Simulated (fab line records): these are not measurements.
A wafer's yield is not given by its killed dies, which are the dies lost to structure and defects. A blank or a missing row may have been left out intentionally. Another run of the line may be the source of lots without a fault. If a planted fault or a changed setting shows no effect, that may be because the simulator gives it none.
Matching of chambers / flow n5 finfet / N5_BEOL_M7_DESCUM_33 on rie diel-05 has 4 sister chambers
The step chemistry O2, time 7 s. 4 wafers are shown with their chamber, then 9 later ones without.

EACH WAFER AND ITS CHAMBER
wafer=L080.2; chamber=3; showerhead plenum p Torr (Torr)=2.06
wafer=L090.1; chamber=1; showerhead plenum p Torr (Torr)=2.20
wafer=L090.2; chamber=2; showerhead plenum p Torr (Torr)=2.20
wafer=L090.3; chamber=0; showerhead plenum p Torr (Torr)=2.03

WAFERS WITHOUT THEIR CHAMBER
wafer=L092.4; showerhead plenum p Torr (Torr)=2.05
wafer=L092.5; showerhead plenum p Torr (Torr)=2.03
wafer=L092.6; showerhead plenum p Torr (Torr)=2.05
wafer=L096.1; showerhead plenum p Torr (Torr)=2.05
wafer=L096.3; showerhead plenum p Torr (Torr)=2.03
wafer=L096.4; showerhead plenum p Torr (Torr)=2.20
wafer=L097.1; showerhead plenum p Torr (Torr)=2.05
wafer=L097.3; showerhead plenum p Torr (Torr)=2.19
wafer=L097.6; showerhead plenum p Torr (Torr)=2.20

THE CHAMBER EACH PASSED THROUGH
wafer=L092.4; from the rows above=can't be placed: 3 or 0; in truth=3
wafer=L092.5; from the rows above=0; in truth=0
wafer=L092.6; from the rows above=can't be placed: 3 or 0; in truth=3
wafer=L096.1; from the rows above=can't be placed: 3 or 0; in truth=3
wafer=L096.3; from the rows above=0; in truth=0
wafer=L096.4; from the rows above=can't be placed: 1 or 2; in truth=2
wafer=L097.1; from the rows above=can't be placed: 3 or 0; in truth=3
wafer=L097.3; from the rows above=can't be placed: 1 or 2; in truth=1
wafer=L097.6; from the rows above=can't be placed: 1 or 2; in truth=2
Correct placement for 2 of the 9. Can't be placed from these rows: 7 (the true chamber is among the candidates in 7). 0 placed wrongly.
How it was worked out, from the rows above alone: a wafer's distance from a chamber is the root of the sum, over the readings, of the square of ((its reading less the chamber's mean) divided by the reading's scatter). If the next closest chamber is less than 2 further off than the closest, the wafer can't be placed; otherwise it belongs to the closest. For every chamber, the mean is computed from those of its wafers that are shown. The scatter: with one shown wafer a chamber, the root of the mean of the squares of how far each hidden wafer lies from its nearest shown one.
